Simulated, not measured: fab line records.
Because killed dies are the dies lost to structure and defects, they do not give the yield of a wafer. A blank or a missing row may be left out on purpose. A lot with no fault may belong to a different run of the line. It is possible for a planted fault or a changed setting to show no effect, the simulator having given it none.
fab line records	flow nand_harc
record: lots: 5	wafers: 15	last_day: 32
route steps=1302 shown P_M2@323 P_BONDPAD@351 END@1302
lots that met no fault: taken from a fault-free run of the same line
start_h: hours from the record's first day to the start of the lot's first wafer shown	wait_h: how many hours have passed since the lot's step before this one	" the same as in the row above	L1.1+2: several wafers, shown together as one row	- no value present, or no start provided	* or withheld: withheld	< > ~ a bound
route shown NAME@n: a module of which the file shows steps, and the number in the route of the first	usual: mean and standard deviation over wafers with no fault	same: alike in all rows	chamber/n: place in a boat	sites: each site's reading	_std_site: their standard deviation	_edge_site: the outer-site mean with the inner-site mean subtracted	radius_mm: for every site, how far away it sits from the centre of the wafer	mask NAME#n: copy n	behind: the tool/chamber that last shaped the wafer	hold: cause of the lot's hold/its duration in hours/its outcome	device: names the non-switching transistor (n, p or np)	end of line: the tests these same wafers got at the end of their route	a step without rows: its recipe alone	killed: at the first sort, the dies lost to defects and structure; wafer yield is something else	map: per-die view of a wafer (x killed, . not killed, _ where there is no die)
set.NAME: the setting as run; set.NAME@STEP: as run at that earlier step	model.NAME: the simulator's own value behind a step, which no gauge read
lots seen at some steps along the route; tables by step, rows by wafer
services: the hour from which a tool's chamber was out of use, counted from the record's first day as start_h (under 0 if before that day), plus the number of hours and why
== steps ==
step: NHARC_P_M2_SOFTBAKE_04
recipe: temp_c: 105	time_s: 55
step: NHARC_P_M2_EBR_05
step: NHARC_P_M2_EXPOSE_06
recipe: na: 1.35	target_cd_nm: 170	dose_mj: 80.78	mask_id: P_M2
step: NHARC_P_M2_PEB_07
recipe: peb_temp_c: 100	peb_time_s: 65
step: NHARC_P_M2_DEVELOP_08
recipe: develop_time_s: 35	dev_temp_c: 23
step: NHARC_P_M2_CD_MEAS_09
recipe: target_cd_nm: 170	landing_energy_ev: 500
usual: cd_nm: 170.4/0.6
lot.wafer	tool	chamber	start_h	wait_h	cd_nm
L984.2	cd_sem-01	0	134.01	-	171.1
L984.5	"	0	"	"	170.9
L984.6	"	0	"	"	170.7
L985.1	cd_sem-02	0	143.33	-	171.4
L985.4	"	0	"	"	169.9
L985.5	"	0	"	"	170.4
L989.2	cd_sem-01	0	181.41	-	171.6
L989.3	"	0	"	"	171.3
L989.4	"	0	"	"	170.0
L998.1	cd_sem-02	0	272.11	-	169.5
L998.2	"	0	"	"	169.2
L998.5	"	0	"	"	169.9
L105.4	cd_sem-01	0	350.72	-	169.9
L105.5	"	0	"	"	170.6
L105.6	"	0	"	"	169.9
step: NHARC_P_M2_OVL_MEAS_10
recipe: pitch_nm: 340
usual: overlay_x_nm: 0.0/0.76	overlay_y_nm: 0.0/0.77
lot.wafer	tool	chamber	start_h	wait_h	overlay_x_nm	overlay_y_nm
L984.2	overlay-02	-	134.10	-	-0.4	-0.1
L984.5	"	-	"	"	-0.3	0.1
L984.6	"	-	"	"	-0.5	-0.3
L985.1	overlay-01	-	143.42	-	0.1	1.2
L985.4	"	-	"	"	-0.4	1.1
L985.5	"	-	"	"	-0.4	0.9
L989.2	overlay-01	-	181.50	-	0.8	-1.3
L989.3	"	-	"	"	1.0	-1.0
L989.4	"	-	"	"	0.9	-1.4
L998.1	overlay-02	-	272.20	-	0.6	-0.7
L998.2	"	-	"	"	0.5	-0.2
L998.5	"	-	"	"	0.4	-0.7
L105.4	overlay-02	-	350.81	-	-1.6	-0.4
L105.5	"	-	"	"	-1.0	-0.5
L105.6	"	-	"	"	-1.0	-0.1
step: NHARC_P_M2_INSPECT_11
usual: raw_defect_count: 5.0/2.7
lot.wafer	tool	chamber	start_h	wait_h	raw_defect_count
L984.2	defect_inspect-01	-	134.13	0.0	10
L984.5	"	-	"	"	7
L984.6	"	-	"	"	3
L985.1	defect_inspect-01	-	143.46	0.0	2
L985.4	"	-	"	"	4
L985.5	"	-	"	"	2
L989.2	defect_inspect-01	-	181.53	0.0	3
L989.3	"	-	"	"	5
L989.4	"	-	"	"	4
L998.1	defect_inspect-01	-	272.24	0.0	5
L998.2	"	-	"	"	5
L998.5	"	-	"	"	3
L105.4	defect_inspect-01	-	350.84	0.0	3
L105.5	"	-	"	"	8
L105.6	"	-	"	"	7
step: NHARC_P_M2_DESCUM_14
recipe: time_s: 3	o2_flow_sccm: 200	ar_flow_sccm: 0	bias_power_w: 0	chemistry: O2
step: NHARC_P_M2_ETCH_35
recipe: target_depth_a: 400	overetch_a: 120	time_s: 43.94	ion_energy_ev: 200	n2_flow_sccm: 150	h2_flow_sccm: 150	ar_flow_sccm: 0	rf_w: 400	bias_w: 150	chemistry: N2/H2
usual: chamber_pressure_mTorr: 29.999/0.026	drypump_motor_current_A: 5.8/0.45	oes_product_au: 1.000/0.01	rf_vpp_V: 430.4/1.8	showerhead_plenum_p_Torr: 2.04/0.063	throttle_valve_pct: 14.171/0.0094
lot.wafer	tool	chamber	start_h	wait_h	chamber_pressure_mTorr	drypump_motor_current_A	oes_product_au	rf_hours_counter_h	rf_vpp_V	showerhead_plenum_p_Torr	throttle_valve_pct
L984.2	rie_diel-07	1	134.30	0.1	29.972	5.5	0.975	0.3	429.8	1.95	14.165
L984.5	"	1	"	"	29.998	5.5	0.991	-	428.3	1.95	14.170
L984.6	"	2	"	"	29.988	6.1	0.977	-	433.0	2.10	14.170
L985.1	rie_diel-03	2	143.63	0.1	30.013	5.2	0.998	2.3	429.9	2.03	14.157
L985.4	"	1	"	"	29.958	6.1	0.989	-	428.4	1.94	14.174
L985.5	"	2	"	"	29.995	5.2	1.006	-	432.1	2.03	14.167
L989.4	rie_diel-07	1	181.68	0.1	30.020	5.5	0.991	2.6	428.6	1.95	14.180
L989.3	"	3	"	"	29.942	5.8	1.012	2.1	429.7	2.02	14.174
L989.2	"	0	"	"	29.998	5.8	1.004	3.1	430.5	2.04	14.185
L998.2	rie_diel-07	1	272.38	0.1	29.990	5.5	0.988	6.2	427.7	1.95	14.172
L998.1	"	2	"	"	29.964	6.1	0.994	7.1	432.7	2.09	14.173
L998.5	"	2	"	"	29.982	6.1	0.999	-	431.6	2.09	14.180
L105.4	rie_diel-07	2	350.99	0.1	29.991	6.1	0.995	2.8	431.3	2.09	14.174
L105.5	"	1	"	"	29.962	5.5	0.993	-	429.6	1.95	14.185
L105.6	"	2	"	"	30.015	6.1	0.993	-	431.8	2.09	14.165
step: NHARC_P_M2_ETCH_15
recipe: target_depth_a: 1825	time_s: 91.2	c4f8_flow_sccm: withheld	ar_flow_sccm: 400	rf_w: 600	bias_w: 300	chemistry: C4F8/Ar
step: NHARC_P_M2_CD_MEAS_16
usual: cd_nm: 170.7/0.84
lot.wafer	tool	chamber	start_h	wait_h	cd_nm
L984.2	cd_sem-02	-	134.55	-	171.6
L984.5	"	-	"	"	172.0
L984.6	"	-	"	"	171.8
L985.1	cd_sem-03	-	143.87	-	170.8
L985.4	"	-	"	"	170.6
L985.5	"	-	"	"	170.7
L989.2	cd_sem-03	-	181.90	-	171.6
L989.3	"	-	"	"	171.3
L989.4	"	-	"	"	170.3
L998.1	cd_sem-01	-	272.60	-	169.9
L998.2	"	-	"	"	170.3
L998.5	"	-	"	"	171.1
L105.4	cd_sem-03	-	351.21	-	170.0
L105.5	"	-	"	"	170.8
L105.6	"	-	"	"	170.6
step: NHARC_P_M2_STRIP_18
recipe: power_w: 1000	n2_flow_sccm: 150	h2_flow_sccm: 150	ar_flow_sccm: 0	bias_w: 0	chemistry: N2/H2
usual: chamber_pressure_mTorr: 29.996/0.027	drypump_motor_current_A: 5.9/0.56	oes_product_au: 0.998/0.009	rf_vpp_V: 90.5/0.95	showerhead_plenum_p_Torr: 2.03/0.062	throttle_valve_pct: 14.172/0.0089
lot.wafer	tool	chamber	start_h	wait_h	chamber_pressure_mTorr	drypump_motor_current_A	oes_product_au	rf_hours_counter_h	rf_vpp_V	showerhead_plenum_p_Torr	throttle_valve_pct
L984.2	rie_diel-03	1	134.62	0.1	29.992	6.1	0.991	2.1	90.1	1.94	14.194
L984.6	"	1	"	"	29.967	6.1	1.002	-	90.0	1.94	14.170
L984.5	"	2	"	"	30.018	5.2	1.004	-	90.5	2.03	14.164
L985.4	rie_diel-05	2	143.94	0.1	29.989	6.5	1.016	3.6	90.7	2.13	14.172
L985.1	"	0	"	"	29.933	5.0	0.991	4.3	91.0	2.14	14.156
L985.5	"	2	"	"	29.964	6.5	1.019	-	92.2	2.13	14.189
L989.2	rie_diel-07	1	181.98	0.1	30.011	5.5	0.999	2.7	90.7	1.95	14.178
L989.4	"	2	"	"	29.980	6.1	0.994	2.9	88.9	2.10	14.181
L989.3	"	0	"	"	29.960	5.9	0.996	3.2	90.7	2.04	14.168
L998.1	rie_diel-05	3	272.68	0.1	29.993	6.3	1.014	1.9	89.3	1.95	14.166
L998.2	"	1	"	"	30.016	5.1	1.001	1.5	91.5	2.08	14.175
L998.5	"	0	"	"	29.983	5.0	1.000	-	90.5	2.14	14.175
L105.4	rie_diel-03	0	351.36	0.1	30.002	6.8	0.993	5.0	89.7	2.07	14.173
L105.6	"	1	"	"	30.032	6.1	0.989	-	89.6	1.94	14.174
L105.5	"	2	"	"	30.020	5.2	0.998	-	90.9	2.03	14.180
step: NHARC_P_M2_ETCH_28
recipe: target_depth_a: 300	over_etch_frac: 0.3	time_s: 72.99	ion_energy_ev: 150	cf4_flow_sccm: 50	n2_flow_sccm: 100	ar_flow_sccm: 150	rf_w: 300	bias_w: 100	chemistry: CF4/N2
step: NHARC_P_M2_STRIP_19
recipe: time_s: 600	temp_c: 30	chemistry: post_etch_residue_remover
step: NHARC_P_M2_DEGAS_29
recipe: temp_c: 250	time_s: 60
usual: heater_power_w: 319/33
lot.wafer	tool	chamber	start_h	wait_h	heater_power_w
L984.2	pvd_sputter-01	-	135.28	-	326
L984.5	"	-	"	"	342
L984.6	"	-	"	"	327
L985.1	pvd_sputter-03	-	144.59	-	296
L985.4	"	-	"	"	275
L985.5	"	-	"	"	295
L989.2	pvd_sputter-02	-	182.64	-	310
L989.3	"	-	"	"	294
L989.4	"	-	"	"	293
L998.2	pvd_sputter-03	-	273.33	-	387
L998.1	"	-	"	"	281
L998.5	"	-	"	"	381
L105.4	pvd_sputter-03	-	351.92	-	306
L105.5	"	-	"	"	302
L105.6	"	-	"	"	342
step: NHARC_P_M2_PRE_CLEAN_30
recipe: time_s: 30	temp_c: 280	gas: H2/He
step: NHARC_P_M2_PVD_20
recipe: target_thk_a: 50	bias_v: 168.6	power_w: 15000	chamber_pressure_pa: 0.12	time_s: 8.06	substrate_temp_c: 50	material: TaN
step: NHARC_P_M2_PVD_21
recipe: target_thk_a: 300	chamber_pressure_pa: 5	power_w: 5000	substrate_temp_c: 30	time_s: 20.49	material: Cu
step: NHARC_P_M2_ECD_22
recipe: target_thk_a: 4000	bath_temp_c: 25	material: Cu
step: NHARC_P_M2_ANNEAL_31
recipe: temp_c: 225	time_s: 90
step: NHARC_P_M2_CMP_23
recipe: t_overpolish_s: 20	target_thk_nm: 144.3
step: NHARC_P_M2_THK_MEAS_24
recipe: thk_meas_gauge: xrf
usual: thk_nm: 143.7/1.5
lot.wafer	tool	chamber	start_h	wait_h	thk_nm
L984.2	film_metro-01	-	136.67	-	142.5
L984.5	"	-	"	"	141.2
L984.6	"	-	"	"	141.0
L985.1	film_metro-01	-	146.08	-	144.5
L985.4	"	-	"	"	144.2
L985.5	"	-	"	"	145.0
L989.2	film_metro-01	-	184.03	-	142.2
L989.3	"	-	"	"	142.9
L989.4	"	-	"	"	142.2
L998.1	film_metro-02	-	274.72	-	146.1
L998.2	"	-	"	"	143.6
L998.5	"	-	"	"	144.0
L105.4	film_metro-01	-	353.34	-	144.6
L105.5	"	-	"	"	141.7
L105.6	"	-	"	"	142.2
step: NHARC_P_M2_SRD_25
step: NHARC_P_M2_PRE_CLEAN_32
recipe: time_s: 12	temp_c: 370	rf_power_w: 300	gas: NH3
usual: heater_power_w: 649/75
lot.wafer	tool	chamber	start_h	wait_h	heater_power_w
L984.2	pecvd-02	1	136.92	0.1	554
L984.5	"	2	"	"	649
L984.6	"	0	"	"	647
L985.1	pecvd-04	2	146.33	0.1	680
L985.5	"	1	"	"	568
L985.4	"	2	"	"	670
L989.2	pecvd-01	2	184.28	0.1	577
L989.3	"	0	"	"	731
L989.4	"	1	"	"	797
L998.2	pecvd-02	1	274.96	0.1	503
L998.1	"	2	"	"	650
L998.5	"	1	"	"	506
L105.5	pecvd-04	1	353.60	0.1	544
L105.6	"	2	"	"	749
L105.4	"	0	"	"	577
step: NHARC_P_M2_DEP_33
recipe: target_thk_a: 300	temp_c: 370	target_thk_nm: 30	pressure_torr: 3	flow_sccm: 200	rf_w: 450	material: SiCN
usual: heater_power_w: 591/80
lot.wafer	tool	chamber	start_h	wait_h	heater_power_w
L984.2	pecvd-02	1	137.06	0.1	398
L984.5	"	2	"	"	661
L984.6	"	0	"	"	617
L985.1	pecvd-04	2	146.47	0.1	675
L985.5	"	1	"	"	476
L985.4	"	2	"	"	648
L989.2	pecvd-01	2	184.39	0.1	601
L989.3	"	0	"	"	650
L989.4	"	1	"	"	620
L998.2	pecvd-02	1	275.07	0.1	472
L998.1	"	2	"	"	500
L998.5	"	1	"	"	492
L105.5	pecvd-04	1	353.78	0.2	545
L105.6	"	2	"	"	658
L105.4	"	0	"	"	536
step: NHARC_P_BONDPAD_DEP_00
recipe: target_thk_a: 2500	temp_c: 370	target_thk_nm: 250	pressure_torr: 3	flow_sccm: 200	rf_w: 450	material: SiCN
usual: heater_power_w: 593/71
lot.wafer	tool	chamber	start_h	wait_h	heater_power_w
L984.2	pecvd-04	0	137.67	-	535
L984.5	"	2	"	"	592
L984.6	"	1	"	"	569
L985.1	pecvd-04	1	-	-	576
L985.5	"	2	"	"	683
L985.4	"	1	"	"	463
L989.2	pecvd-04	1	184.76	-	561
L989.3	"	0	"	"	514
L989.4	"	2	"	"	601
L998.1	pecvd-04	2	275.44	-	636
L998.2	"	1	"	"	574
L998.5	"	2	"	"	646
L105.5	pecvd-02	2	354.20	-	605
L105.4	"	0	"	"	495
L105.6	"	1	"	"	454
step: NHARC_P_BONDPAD_CMP_32
recipe: target_thk_nm: 200	material: SiCN
step: NHARC_P_BONDPAD_THK_MEAS_33
recipe: thk_meas_gauge: ellipsometry
usual: thk_nm: 199.8/1.4
lot.wafer	tool	chamber	start_h	wait_h	thk_nm
L984.2	film_metro-02	-	138.28	0.2	196.9
L984.5	"	-	"	"	199.9
L984.6	"	-	"	"	199.2
L985.1	film_metro-02	-	147.43	0.2	199.7
L985.4	"	-	"	"	199.9
L985.5	"	-	"	"	197.7
L989.2	film_metro-02	-	185.43	0.2	197.8
L989.3	"	-	"	"	199.4
L989.4	"	-	"	"	198.7
L998.1	film_metro-01	-	276.10	0.2	198.5
L998.2	"	-	"	"	198.7
L998.5	"	-	"	"	197.5
L105.4	film_metro-01	-	354.72	0.2	199.8
L105.5	"	-	"	"	200.0
L105.6	"	-	"	"	200.0
step: NHARC_P_BONDPAD_SRD_34
step: NHARC_P_BONDPAD_DEHYDRATE_01
recipe: temp_c: 150	time_s: 120
step: NHARC_P_BONDPAD_HMDS_02
recipe: time_s: 30
step: NHARC_P_BONDPAD_COAT_36
recipe: temp_c: 200	time_s: 65
step: NHARC_P_BONDPAD_COAT_03
recipe: spin_rpm: 2000	resist_thk_nm: 600
step: NHARC_P_BONDPAD_SOFTBAKE_04
recipe: temp_c: 125	time_s: 70
step: NHARC_P_BONDPAD_EBR_05
step: NHARC_P_BONDPAD_EXPOSE_06
recipe: na: 0.55	dose_mj: 37.06	mask_id: P_BPAD
step: NHARC_P_BONDPAD_PEB_07
recipe: peb_temp_c: 128	peb_time_s: 80
step: NHARC_P_BONDPAD_DEVELOP_08
recipe: time_s: 50	dev_temp_c: 22
step: NHARC_P_BONDPAD_CD_MEAS_09
recipe: target_cd_nm: 500	landing_energy_ev: 500
usual: cd_nm: 499.5/1.8
lot.wafer	tool	chamber	start_h	wait_h	cd_nm
L984.2	cd_sem-03	0	138.73	-	499.9
L984.5	"	0	"	"	498.5
L984.6	"	0	"	"	497.2
L985.1	cd_sem-01	0	148.00	-	500.8
L985.4	"	0	"	"	502.2
L985.5	"	0	"	"	500.6
L989.2	cd_sem-02	0	185.87	-	497.9
L989.3	"	0	"	"	499.6
L989.4	"	0	"	"	499.9
L998.1	cd_sem-03	0	276.53	-	500.7
L998.2	"	0	"	"	500.0
L998.5	"	0	"	"	498.9
L105.4	cd_sem-01	0	355.29	-	496.0
L105.5	"	0	"	"	497.8
L105.6	"	0	"	"	498.7
step: NHARC_END_SORT_01
recipe: temp_c: 25
usual: defect_limited_yield: 92.0/2.6	killed_at_array: 49/18	killed_at_other: 0.8/1	killed_at_periphery: 4.2/2.8	killed_dies: 54/18	killed_open: 3.0/1.7	killed_short: 2.5/1.6	sort_bin_2_pct: 2.8/1.2	sort_bin_3_pct: 0.6/0.37	sort_bin_4_pct: 4.6/1.5	sort_n_pass: 623/18	sort_rim_yield_pct: 92/4.2	sort_yield_pct: 92.0/2.6
same: gross_dies: 677	sort_bin_5_pct[%]: 0	sort_bin_6_pct[%]: 0	sort_bin_7_pct[%]: 0	sort_bin_8_pct[%]: 0	sort_rim_n_gross: 106.00
lot.wafer	tool	chamber	start_h	wait_h	defect_limited_yield[%]	killed_at_array	killed_at_other	killed_at_periphery	killed_dies	killed_open	killed_short	sort_bin_2_pct[%]	sort_bin_3_pct[%]	sort_bin_4_pct[%]	sort_n_pass	sort_rim_yield_pct[%]	sort_yield_pct[%]
L985.1	prober-01	0	614.55	2.5	88.9	71	1	3	75	3	6	4.0	1.2	5.9	602	97	88.9
L985.4	prober-01	0	616.97	3.4	90.1	63	1	3	67	1	2	3.4	0.4	6.1	610	89	90.1
L985.5	prober-01	0	617.78	3.7	93.6	38	2	3	43	4	6	2.7	0.6	3.1	634	92	93.6
L989.2	prober-02	0	622.03	2.8	91.7	53	1	2	56	2	0	2.4	0.7	5.2	621	91	91.7
L998.1	prober-01	0	711.63	2.5	84.5	100	0	5	105	2	2	5.0	0.9	9.6	572	97	84.5
L998.2	prober-01	0	712.43	2.8	91.1	55	0	5	60	3	2	3.1	0.9	4.9	617	78	91.1
L998.5	prober-01	0	714.84	3.7	82.6	72	1	45	118	3	1	6.6	2.7	8.1	559	77	82.6
killed by level:class
L985.1 A_CHANNEL_HOLE_D2:chamber_film_flake=27 A_CHANNEL_HOLE_D1:chamber_film_flake=25 A_CONTACT:chamber_film_flake=4 P_BONDPAD:chamber_film_flake=2 A_STAIRCASE:chamber_film_flake=2 A_BLC:chamber_film_flake=2 P_CONTACT:geometric_particle:open=1 A_ONON_D1:geometric_particle:short=1
L985.4 A_CHANNEL_HOLE_D2:chamber_film_flake=32 A_CHANNEL_HOLE_D1:chamber_film_flake=17 A_CONTACT:chamber_film_flake=6 A_ZERO_WELL:chamber_film_flake=3 A_ONON_D2:geometric_particle:short=2 P_GATE:chamber_film_flake=2 A_CHANNEL_HOLE_D2:geometric_particle:open=1 P_ZERO_WELL:chamber_film_flake=1
L985.5 A_CHANNEL_HOLE_D1:chamber_film_flake=13 A_CHANNEL_HOLE_D2:chamber_film_flake=10 A_STAIRCASE:geometric_particle:short=2 THIN_TSV:chamber_film_flake=2 A_CONTACT:chamber_film_flake=2 A_BLC:chamber_film_flake=2 P_M0:geometric_particle:short=1 P_M1:geometric_particle:open=1
L989.2 A_SLIT:chamber_film_flake=21 A_CHANNEL_HOLE_D1:chamber_film_flake=20 A_CHANNEL_HOLE_D2:chamber_film_flake=5 A_CONTACT:chamber_film_flake=3 A_SGD_CUT:chamber_film_flake=2 A_CONTACT:geometric_particle:open=1 A_M0:geometric_particle:open=1 P_CONTACT:chamber_film_flake=1
L998.1 A_CHANNEL_HOLE_D1:chamber_film_flake=37 A_SLIT:chamber_film_flake=30 A_CHANNEL_HOLE_D2:chamber_film_flake=18 A_STAIRCASE:chamber_film_flake=5 A_DECK1_JOINT:chamber_film_flake=3 A_M1:chamber_film_flake=2 P_CONTACT:geometric_particle:open=1 A_ONON_D1:geometric_particle:open=1
L998.2 A_CHANNEL_HOLE_D1:chamber_film_flake=18 A_SLIT:chamber_film_flake=13 A_CHANNEL_HOLE_D2:chamber_film_flake=12 A_STAIRCASE:chamber_film_flake=6 A_M0:geometric_particle:open=2 P_BONDPAD:chamber_film_flake=2 A_CONTACT:chamber_film_flake=2 P_M0:geometric_particle:open=1
L998.5 P_M2:unspecified=42 A_CHANNEL_HOLE_D1:chamber_film_flake=28 A_SLIT:chamber_film_flake=17 A_CHANNEL_HOLE_D2:chamber_film_flake=16 A_STAIRCASE:chamber_film_flake=5 A_CONTACT:chamber_film_flake=3 P_GATE:geometric_particle:short=1 P_M0:geometric_particle:open=1
map L998.5 (x killed, . not)
____________.____________
_________......x_________
_______........xxx_______
______.x.......xxxx______
_____..........xxxxx_____
____......x.....xxxxx____
____..x.........xxxxx____
___...xxxx.x....xxxxxx___
___...x.xxx......xxxxx___
__....x.xx........xxx..__
__....xxxx........xxx.x__
_.......xxx.........x.xx_
_......xxxx...........xx_
_......xx.......x......._
_.....x.x............xxx_
_............xx.......xx_
.........x.x...x..x....xx
......................x.x
...............x.x....xx.
..............xx..x...xxx
.....xx........x.x.......
_.............x.xxx....._
_...............x......._
_......................._
_......................._
_...x................x.._
__..............x......__
__................x....__
___...x..............x___
___...................___
____.................____
____.................____
_____.....x........._____
______.............______
_______..........._______
_________......._________
____________.____________
map L985.1 (x killed, . not)
____________.____________
_________......._________
_______..........._______
______...x.........______
_____x..x..........._____
____....xx......x....____
____..xxxx...........____
___...xxxxx..x........___
___..x.xxxxxxx........___
__....xxxxxxx..........__
__...x.xxxxx...........__
_......x.xxx..........x._
_......xxxxx.x.........._
_.....xxxxxx............_
_.......xx..x..........._
_............x..x......._
...xx....x...............
...............x.........
.........x..........x....
.x.......................
.........................
_.x.x.......x..........._
_......................._
_.............x.x......._
_......................._
_..................x...._
__.....................__
__....................x__
___...................___
___....x..............___
____.................____
____.................____
_____....x.........._____
______.............______
_______..........._______
_________......._________
____________.____________
== services ==
tool	chamber	start_h	hours	kind
rie_diel-07	-	117.25	9.0	pm
pecvd-01	-	120.76	21.3	repair
rie_diel-07	3	130.08	8.3	repair
rie_diel-03	0	134.75	12.1	repair
rie_diel-07	1	141.65	5.1	repair
pecvd-01	-	142.07	13.0	pm
rie_diel-03	2	144.58	12.4	repair
pvd_sputter-01	-	157.41	1.7	repair
pvd_sputter-03	-	173.99	10.0	pm
pvd_sputter-02	-	175.04	1.8	repair
rie_diel-03	0	181.59	8.4	repair
rie_diel-05	0	182.38	3.2	repair
pecvd-01	-	206.39	1.0	repair
pecvd-02	-	227.18	13.0	pm
pvd_sputter-01	-	229.43	10.0	pm
rie_diel-05	-	229.62	9.0	pm
rie_diel-03	0	250.38	7.5	repair
pecvd-02	2	258.34	4.6	repair
pecvd-02	-	264.57	0.8	repair
pecvd-01	-	264.74	2.4	repair
rie_diel-03	-	281.30	9.0	pm
pecvd-04	-	284.95	13.0	pm
rie_diel-07	-	294.25	9.0	pm
pecvd-01	-	323.07	13.0	pm
== key ==
first_sign: step: NHARC_END_SORT_01	reading: killed_at_periphery	direction: up	sigmas: 15	usual: 4.2	struck: 45
effect: step: NHARC_END_SORT_01	reading: defect_limited_yield	direction: down	sigmas: 3.6	usual: 92.0	struck: 82.6
more_kills_born_at: NHARC_P_M2_STRIP_18@rie_diel-05: 42
met_at NHARC_P_M2_STRIP_18
struck_wafers L998.5
onset_between 143.94 272.68
fault: kind: chamber_particle_source	tool: rie_diel-05	chamber: 0	onset_h: 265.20	steps: NHARC_P_M2_STRIP_18	rate_per_visit_cm2: 1.9023	end_h: 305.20
